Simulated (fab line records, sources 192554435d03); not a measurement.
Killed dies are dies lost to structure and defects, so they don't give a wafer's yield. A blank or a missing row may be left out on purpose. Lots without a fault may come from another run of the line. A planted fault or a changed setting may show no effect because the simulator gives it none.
Chamber matching | flow n5_finfet | N5_BEOL_M10_CMP_52 on cmp-04: 4 sister chambers
The step polishes, stops on SiCOH lowk, t overpolish 7 s, target thk 140 nm. 18 wafers are shown with their chamber, then 9 later ones without.

WAFERS WITH THEIR CHAMBER
wafer  | chamber | motor_current_A (A) | time_to_endpoint_s (s) | clearing_platen_down_force_psi (psi)
L077.1 | 2       | 6.7                 | 67.1                   | 1.5026
L077.4 | 1       | 6.3                 | 67.6                   | 1.5043
L077.6 | 0       | 6.4                 | 64.9                   | 1.4974
L076.1 | 3       | 7.3                 | 66.9                   | 1.4991
L076.4 | 0       | 6.5                 | 60.6                   | 1.4978
L076.6 | 3       | 8.0                 | 67.4                   | 1.4974
L078.2 | 2       | 6.7                 | 63.7                   | 1.5082
L078.4 | 1       | 6.2                 | 66.1                   | 1.4948
L078.6 | 0       | 6.2                 | 64.4                   | 1.4958
L080.1 | 2       | 7.1                 | 64.4                   | 1.4990
L080.3 | 1       | 6.2                 | 67.9                   | 1.4958
L080.5 | 2       | 6.9                 | 64.8                   | 1.5024
L082.1 | 3       | 6.8                 | 67.6                   | 1.4978
L082.4 | 2       | 7.1                 | 66.2                   | 1.5065
L082.5 | 0       | 6.5                 | 62.9                   | 1.4989
L084.2 | 0       | 6.4                 | 63.3                   | 1.5007
L084.5 | 2       | 6.9                 | 64.0                   | 1.5015
L084.6 | 3       | 7.3                 | 68.0                   | 1.5024

SIGNATURES (means of the wafers above)
reading                        | chamber 0 | chamber 1 | chamber 2 | chamber 3 | scatter within a chamber
motor_current_A                | 6.400     | 6.233     | 6.900     | 7.350     | 0.261
time_to_endpoint_s             | 63.220    | 67.200    | 65.033    | 67.475    | 1.27
clearing_platen_down_force_psi | 1.498120  | 1.498300  | 1.503367  | 1.499175  | 0.00317
Rule: a wafer's distance from a chamber is the root of the sum, over the readings, of the square of ((its reading less the chamber's mean) divided by the reading's scatter). The wafer belongs to the nearest chamber; if the next one is less than 2 further off, it can't be placed. The scatter: the root of (the sum of the squares of (reading less its chamber's mean) over the shown wafers, divided by (wafers less chambers)).

WAFERS WITHOUT THEIR CHAMBER
wafer  | motor_current_A (A) | time_to_endpoint_s (s) | clearing_platen_down_force_psi (psi)
L087.2 | 6.8                 | 64.4                   | 1.4997
L087.3 | 6.3                 | 61.0                   | 1.4985
L087.6 | 6.7                 | 64.0                   | 1.5014
L089.1 | 6.7                 | 64.1                   | 1.4987
L089.4 | 7.2                 | 67.5                   | 1.5018
L089.6 | 6.4                 | 67.8                   | 1.5005
L092.3 | 6.2                 | 69.2                   | 1.4989
L092.5 | 6.5                 | 64.1                   | 1.5012
L092.6 | 7.5                 | 70.7                   | 1.5014

WHICH CHAMBER EACH WENT THROUGH
wafer  | from the rows above               | in truth
L087.2 | can't be placed: 2 or 0 or 1 or 3 | 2
L087.3 | 0                                 | 0
L087.6 | can't be placed: 2 or 0 or 1      | 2
L089.1 | can't be placed: 0 or 2 or 1      | 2
L089.4 | can't be placed: 3 or 2           | 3
L089.6 | can't be placed: 1 or 2           | 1
L092.3 | 1                                 | 1
L092.5 | can't be placed: 0 or 2 or 1      | 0
L092.6 | 3                                 | 3
Placed correctly: 3 of 9. Can't be placed from these rows: 6 (the true chamber is among the candidates in 6). Placed wrongly: 0.
